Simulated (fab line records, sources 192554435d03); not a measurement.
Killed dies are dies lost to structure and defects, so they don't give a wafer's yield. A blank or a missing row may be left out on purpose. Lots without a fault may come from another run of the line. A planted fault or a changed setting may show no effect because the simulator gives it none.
Split-lot experiment | flow n5_finfet | 7 lots, 39 wafers read, on a route of 1938 steps

THE SPLIT
At N5_BEOL_M9_TRENCH_ETCH_37 (etches SiCOH lowk in C4F6/O2, target depth 151.43 nm, time 49 s), the setting target_depth_a was moved away from the recipe's 1514.3 angstrom on 9 of the 39 wafers read, by -54.3% to +38.0%. The other wafers ran this setting at the recipe's value.

FROM THE SPLIT TO THE READING: what the file shows between them, 11 steps
- N5_BEOL_M9_ETCH_41: etches SiCN in CH3F/O2, target depth 36.6 nm, time 70.1 s
- N5_BEOL_M9_STRIP_80: strips in N2/H2, time 10 s
- N5_BEOL_M9_OCD_MEAS_38
- N5_BEOL_M9_HM_STRIP_39: strips TiN in peroxide tin strip, target depth 25 nm, time 158 s
- N5_BEOL_M9_SRD_40: time 30 s
- N5_BEOL_M9_ECD_50: material Cu, target thk 318 nm
- N5_BEOL_M9_ANNEAL_51: time 90 s
- N5_BEOL_M9_CMP_52: polishes, stops on SiCOH lowk, t overpolish 7 s, target thk 140 nm
- N5_BEOL_M9_THK_MEAS_53: measures by xrf
- N5_BEOL_M9_PRE_CLEAN_55: time 15 s
- N5_BEOL_M9_DEP_56: deposits SiCN from 3MS/NH3, target thk 15 nm, time 26.5 s

THE READING
M9_RS, in ohm/sq, at N5_BEOL_M9_RS_MEAS_57 (measures by four-point-probe). Fault-free wafers of this fab line usually give 0.152 ohm/sq, standard deviation 0.0038 ohm/sq.

wafer  | tool, chamber at the split | target_depth_a as run, angstrom | against the recipe | M9_RS, ohm/sq | against lot-mates on the recipe
L078.1 | rie_diel-01, 1             | 1514.3                          | recipe             | 0.151         | -
L078.2 | rie_diel-01, 0             | 1514.3                          | recipe             | 0.150         | -
L078.3 | rie_diel-01, 2             | 1514.3                          | recipe             | 0.156         | -
L078.4 | rie_diel-01, 3             | 1514.3                          | recipe             | 0.148         | -
L078.5 | rie_diel-01, 1             | 1514.3                          | recipe             | 0.155         | -
L078.6 | rie_diel-01, 2             | 1514.3                          | recipe             | 0.158         | -
L080.1 | rie_diel-04, 3             | 1514.3                          | recipe             | 0.153         | -
L080.2 | rie_diel-04, 0             | 2089                            | +38.0%             | 0.106         | -0.045
L080.3 | rie_diel-04, 2             | 1514.3                          | recipe             | 0.148         | -
L080.4 | rie_diel-04, 1             | 2089                            | +38.0%             | 0.105         | -0.046
L080.5 | rie_diel-04, 2             | 1514.3                          | recipe             | 0.151         | -
L080.6 | rie_diel-04, 1             | 2089                            | +38.0%             | 0.106         | -0.045
L079.1 | rie_diel-04, 0             | 1514.3                          | recipe             | 0.153         | -
L079.2 | rie_diel-04, 2             | 1514.3                          | recipe             | 0.147         | -
L079.3 | rie_diel-04, 1             | 1514.3                          | recipe             | 0.154         | -
L079.4 | rie_diel-04, 3             | 1514.3                          | recipe             | 0.152         | -
L079.5 | rie_diel-04, 1             | 1514.3                          | recipe             | 0.155         | -
L079.6 | rie_diel-04, 0             | 1514.3                          | recipe             | 0.154         | -
L089.3 | rie_diel-01, 3             | 1514.3                          | recipe             | 0.148         | -
L089.4 | rie_diel-01, 0             | 1514.3                          | recipe             | 0.150         | -
L089.5 | rie_diel-01, 3             | 1514.3                          | recipe             | 0.145         | -
L088.1 | rie_diel-01, 2             | 1514.3                          | recipe             | 0.156         | -
L088.2 | rie_diel-01, 3             | 1514.3                          | recipe             | 0.144         | -
L088.3 | rie_diel-01, 0             | 1514.3                          | recipe             | 0.151         | -
L088.4 | rie_diel-01, 1             | 1514.3                          | recipe             | 0.151         | -
L088.5 | rie_diel-01, 2             | 1514.3                          | recipe             | 0.156         | -
L088.6 | rie_diel-01, 1             | 1514.3                          | recipe             | 0.151         | -
L090.1 | rie_diel-04, 3             | 950.5                           | -37.2%             | 0.269         | +0.120
L090.2 | rie_diel-04, 0             | 1514.3                          | recipe             | 0.146         | -
L090.3 | rie_diel-04, 2             | 1514.3                          | recipe             | 0.152         | -
L090.4 | rie_diel-04, 1             | 950.5                           | -37.2%             | 0.283         | +0.134
L090.5 | rie_diel-04, 3             | 1514.3                          | recipe             | 0.150         | -
L090.6 | rie_diel-04, 0             | 950.5                           | -37.2%             | 0.260         | +0.111
L095.1 | rie_diel-04, 2             | 1514.3                          | recipe             | 0.152         | -
L095.2 | rie_diel-04, 3             | 691.8                           | -54.3%             | 0.421         | +0.271
L095.3 | rie_diel-04, 0             | 1514.3                          | recipe             | 0.148         | -
L095.4 | rie_diel-04, 3             | 691.8                           | -54.3%             | 0.439         | +0.289
L095.5 | rie_diel-04, 0             | 691.8                           | -54.3%             | 0.410         | +0.260
L095.6 | rie_diel-04, 2             | 1514.3                          | recipe             | 0.151         | -

THE FIT
A straight line over all 39 wafers: M9_RS changes by -0.00352 ohm/sq for each +1% of target_depth_a; r = -0.92; the points scatter about the line by 0.032 ohm/sq.
The same after taking each lot's own level away (the mean of its wafers on the recipe; 39 wafers): -0.00353 ohm/sq for each +1%; r = -0.92; scatter 0.032 ohm/sq.
On that fit, the largest move of target_depth_a shifts the reading by 0.19 ohm/sq.
The lots' own levels span 0.1477 to 0.1530 ohm/sq, that is 1.4 times the standard deviation above.
So the lot-to-lot level changes the slope little: the two slopes agree.
Check: with one of the wafers moved furthest among these (-54.3%) left out of the fit, the line predicts +0.19 ohm/sq for it against its lot-mates. It came out at +0.271 ohm/sq against them.

THE WHOLE CHAIN: every reading that the file lists as answering this split, in the file's order
step                      | what it does                                                       | reading                                                                          | change (the file's fit)                | r (the file's)
N5_BEOL_M9_TRENCH_ETCH_37 | etches SiCOH lowk in C4F6/O2, target depth 151.43 nm, time 49 s    | BEOL_M9.feature_depth_nm (the simulator's own value, which no gauge read)        | +1.51 nm for each +1% of the setting   | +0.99
N5_BEOL_M9_TRENCH_ETCH_37 | etches SiCOH lowk in C4F6/O2, target depth 151.43 nm, time 49 s    | etch.depth_nm (the simulator's own value, which no gauge read)                   | +1.51 nm for each +1% of the setting   | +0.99
N5_BEOL_M9_TRENCH_ETCH_37 | etches SiCOH lowk in C4F6/O2, target depth 151.43 nm, time 49 s    | TiN_of_BEOL_M9_HM_DEP_02.thk_nm (the simulator's own value, which no gauge read) | -0.0427 nm for each +1% of the setting | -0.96
N5_BEOL_M9_OCD_MEAS_38    |                                                                    | trench_depth_nm                                                                  | +1.51 nm for each +1% of the setting   | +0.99
N5_BEOL_M9_CMP_52         | polishes, stops on SiCOH lowk, t overpolish 7 s, target thk 140 nm | Cu_of_BEOL_M9_ECD_50.thk_nm (the simulator's own value, which no gauge read)     | +1.51 nm for each +1% of the setting   | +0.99
N5_BEOL_M9_THK_MEAS_53    | measures by xrf                                                    | M9_THK                                                                           | +1.49 for each +1% of the setting      | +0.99
N5_BEOL_M9_RS_MEAS_57     | measures by four-point-probe                                       | M9_RS                                                                            | -0.00364 for each +1% of the setting   | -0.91

THE FILE'S OWN FIT
M9_RS changes by -0.00364 ohm/sq for each +1% of target_depth_a, r = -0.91.
